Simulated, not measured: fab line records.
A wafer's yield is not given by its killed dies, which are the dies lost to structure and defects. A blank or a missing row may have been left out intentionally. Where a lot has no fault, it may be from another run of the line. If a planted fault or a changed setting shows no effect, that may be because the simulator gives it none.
Matching of chambers + flow nand harc + pecvd-03 running NHARC_P_M2_DEP_33: 3 sister chambers
The step deposits SiCN, target thk 30 nm. 3 wafers are shown with their chamber, then 9 later ones without.

## EACH WAFER AND ITS CHAMBER
| wafer  | chamber | heater power w (W) |
|--------|---------|--------------------|
| L083.6 | 2       | 611                |
| L090.4 | 1       | 649                |
| L090.6 | 0       | 601                |

## WAFERS MISSING THEIR CHAMBER
| wafer  | heater power w (W) |
|--------|--------------------|
| L091.3 | 568                |
| L091.4 | 672                |
| L091.6 | 633                |
| L093.2 | 636                |
| L093.5 | 640                |
| L093.6 | 587                |
| L096.1 | 636                |
| L096.2 | 601                |
| L096.3 | 693                |

## THE CHAMBER EACH PASSED THROUGH
| wafer  | from the rows above          | in truth |
|--------|------------------------------|----------|
| L091.3 | can't be placed: 0 or 2      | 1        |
| L091.4 | can't be placed: 1 or 2      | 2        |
| L091.6 | can't be placed: 1 or 2 or 0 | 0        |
| L093.2 | can't be placed: 1 or 2 or 0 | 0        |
| L093.5 | can't be placed: 1 or 2 or 0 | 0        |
| L093.6 | can't be placed: 0 or 2      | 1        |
| L096.1 | can't be placed: 1 or 2 or 0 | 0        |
| L096.2 | can't be placed: 0 or 2      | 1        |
| L096.3 | can't be placed: 1 or 2      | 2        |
0 of 9 placed correctly. Unplaceable from these rows: 9, with the true chamber sitting among the candidates in 6. Wrongly placed: 0.
How it was worked out, from the rows above alone: a wafer's distance from a chamber is the root of the sum, over the readings, of the square of ((its reading less the chamber's mean) divided by the reading's scatter). The wafer belongs to the nearest chamber; if the next one is less than 2 further off, it can't be placed. A chamber's mean is the mean of its shown wafers. The scatter (one wafer shown for each chamber): square how far every hidden wafer sits from the nearest shown wafer, average those squares and take the square root.
